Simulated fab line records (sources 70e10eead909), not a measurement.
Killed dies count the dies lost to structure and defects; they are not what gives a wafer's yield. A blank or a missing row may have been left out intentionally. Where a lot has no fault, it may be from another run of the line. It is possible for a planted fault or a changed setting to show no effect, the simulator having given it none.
Struck lot and sound lot, side by side    flow nand_harc    15 steps out of a route of 1159
Sound: the wafers L844.3, L844.4, L844.5. Struck: wafers L852.1, L852.3, L852.6. The cause comes at the end.
Each step with rows lists, per side, the tool, then ch with its chambers, then its first start. Under that, the readings that differ: sound wafers    struck wafers    difference of the means    sigmas: that difference in standard deviations of wafers without a fault.
alike: readings with means less than 2 such deviations apart, plus words and numbers identical on both sides. not compared: withheld readings, readings lacking a value on some wafer, bounds such as >300 that could conceal the same value, and numbers that have no deviation in the record and whose values overlap.
The two part at a step that has a row with sigmas, a row that says differs or no value, or rows on one side only. Numbers that have no deviation but don't overlap get no sigmas and don't part them. Lack of a reading on every wafer of one side parts them only where that side has two or more wafers.

first, 1 step without rows for these wafers: NHARC_A_ONON_D1_DEP_06 (target thk 1000 nm).
NHARC_A_ONON_D1_THK_MEAS_08: measures by ellipsometry.
  sound on film_metro-02 at day 8 08:05; struck on film_metro-02 at day 10 16:36
  alike: thk_nm
after that, 1 step with no rows for these wafers: NHARC_A_ONON_D1_DEP_09 (target thk 1000 nm).
NHARC_A_ONON_D1_THK_MEAS_11: measures by ellipsometry.
  sound on film_metro-02 at day 8 08:38; struck on film_metro-01 at day 10 17:10
reading      sound        struck          difference  sigmas
thk_nm (nm)  996 995 994  1016 1014 1014  +20         +2
after that, 1 step with no rows for these wafers: NHARC_A_ONON_D1_DEP_12 (target thk 1000 nm).
NHARC_A_ONON_D1_THK_MEAS_14: measures by ellipsometry.
  sound on film_metro-02 at day 8 09:12; struck on film_metro-02 at day 10 17:44
reading      sound        struck          difference  sigmas
thk_nm (nm)  976 978 976  1002 1002 1002  +25         +3
then, 2 steps without rows for these wafers: NHARC_A_ONON_D1_ANNEAL_15 (time 3600 s); NHARC_A_ONON_D1_DEP_16 (target thk 1000 nm).
NHARC_A_ONON_D1_THK_MEAS_18: measures by ellipsometry.
  sound on film_metro-01 at day 8 20:31; struck on film_metro-01 at day 11 01:44
reading      sound        struck          difference  sigmas
thk_nm (nm)  994 995 992  1012 1011 1009  +17         +2
after that, 1 step with no rows for these wafers: NHARC_A_ONON_D1_DEP_19 (target thk 1000 nm).
NHARC_A_ONON_D1_THK_MEAS_21: measures by ellipsometry.
  sound on film_metro-01 at day 8 21:04; struck on film_metro-02 at day 11 02:25
  alike: thk_nm
NHARC_A_ONON_D1_DEP_22: target thk 1000 nm.
  sound on pecvd_onon-01 ch 0, day 8 21:14; struck on pecvd_onon-01 ch 0, day 11 02:37
NHARC_A_ONON_D1_THK_MEAS_24: measures by ellipsometry.
  sound on film_metro-01 at day 8 21:38; struck on film_metro-02 at day 11 03:08
reading      sound           struck       difference  sigmas
thk_nm (nm)  1019 1017 1019  669 667 668  -350        -32
after that, 1 step with no rows for these wafers: NHARC_A_ONON_D1_DEP_25 (target thk 1000 nm).
-- record jumps: 11 days between struck wafers' starts before vs after; left off in module A_ONON_D1, resumes in module END, first step shown is number 1159 of the route --
NHARC_END_SORT_01:
  here the record holds rows for the struck wafers (prober-02 ch 0, day 22 07:50) but none for the sound ones

WHERE THEY PART
Earliest at NHARC_A_ONON_D1_THK_MEAS_11; latest, in this record, at NHARC_END_SORT_01.

WHY: whatever the simulator had introduced
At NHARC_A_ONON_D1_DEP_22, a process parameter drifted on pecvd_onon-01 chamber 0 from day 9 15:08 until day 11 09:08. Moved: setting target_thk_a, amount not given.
